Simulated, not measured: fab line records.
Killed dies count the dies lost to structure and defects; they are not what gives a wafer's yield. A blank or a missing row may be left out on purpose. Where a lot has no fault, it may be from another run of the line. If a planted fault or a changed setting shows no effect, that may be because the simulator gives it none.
Matching of chambers | flow nand harc | NHARC_A_CHANNEL_HOLE_D1_ETCH_44 on rie diel-09: 4 sister chambers
The step etches the open film in CF4/O2, target depth 140 nm, overetch 14 nm, time 77 s. 18 wafers are shown with their chamber, then 9 later ones without.

## WAFERS, EACH WITH ITS CHAMBER
wafer  | chamber | showerhead plenum p Torr (Torr) | drypump motor current A (A) | rf vpp V (V)
L391.1 | 0       | 1.43                            | 5.4                         | 199.5
L391.2 | 1       | 1.25                            | 6.0                         | 196.8
L391.5 | 3       | 1.39                            | 6.0                         | 198.3
L394.1 | 1       | 1.25                            | 6.1                         | 195.6
L394.2 | 2       | 1.39                            | 5.1                         | 199.3
L394.5 | 2       | 1.39                            | 5.1                         | 198.0
L395.2 | 0       | 1.43                            | 5.4                         | 199.1
L395.3 | 3       | 1.39                            | 6.0                         | 198.7
L395.6 | 0       | 1.43                            | 5.4                         | 198.6
L398.1 | 2       | 1.39                            | 5.1                         | 200.1
L398.2 | 1       | 1.25                            | 6.1                         | 196.2
L398.4 | 0       | 1.43                            | 5.4                         | 199.0
L399.2 | 2       | 1.39                            | 5.1                         | 199.6
L399.3 | 3       | 1.39                            | 6.0                         | 199.4
L399.5 | 3       | 1.39                            | 6.0                         | 200.6
L407.2 | 3       | 1.39                            | 6.0                         | 198.4
L407.5 | 1       | 1.24                            | 6.1                         | 196.0
L407.6 | 0       | 1.43                            | 5.4                         | 199.9

SIGNATURES, as means of the wafers listed above
reading                  | chamber 0 | chamber 1 | chamber 2 | chamber 3 | scatter within a chamber
showerhead plenum p Torr | 1.4300    | 1.2475    | 1.3900    | 1.3900    | 0.00231
drypump motor current A  | 5.400     | 6.075     | 5.100     | 6.000     | 0.0231
rf vpp V                 | 199.220   | 196.150   | 199.250   | 199.080   | 0.745
Rule: for a wafer and a chamber, the distance is found by dividing, reading by reading, the gap between the wafer's reading and the chamber's mean by the reading's scatter, squaring, summing and taking the root. If the next closest chamber is less than 2 further off than the closest, the wafer can't be placed; otherwise it belongs to the closest. The scatter: the root of (the sum of the squares of (reading less its chamber's mean) over the shown wafers, divided by (wafers less chambers)).

## WAFERS WHOSE CHAMBER IS MISSING
wafer  | showerhead plenum p Torr (Torr) | drypump motor current A (A) | rf vpp V (V)
L410.2 | 1.24                            | 6.1                         | 196.4
L410.3 | 1.39                            | 6.0                         | 198.9
L410.5 | 1.39                            | 5.1                         | 200.2
L413.2 | 1.43                            | 5.4                         | 199.7
L413.4 | 1.39                            | 6.0                         | 198.5
L413.6 | 1.24                            | 6.0                         | 195.7
L412.1 | 1.24                            | 6.1                         | 195.5
L412.3 | 1.43                            | 5.4                         | 200.0
L412.5 | 1.39                            | 6.0                         | 198.6

## CHAMBER TAKEN BY EACH
wafer  | from the rows above | in truth
L410.2 | 1                   | 1
L410.3 | 3                   | 3
L410.5 | 2                   | 2
L413.2 | 0                   | 0
L413.4 | 3                   | 3
L413.6 | 1                   | 1
L412.1 | 1                   | 1
L412.3 | 0                   | 0
L412.5 | 3                   | 3
Correct placement for 9 of the 9. Left unplaced by these rows: 0. Number placed wrongly: 0.
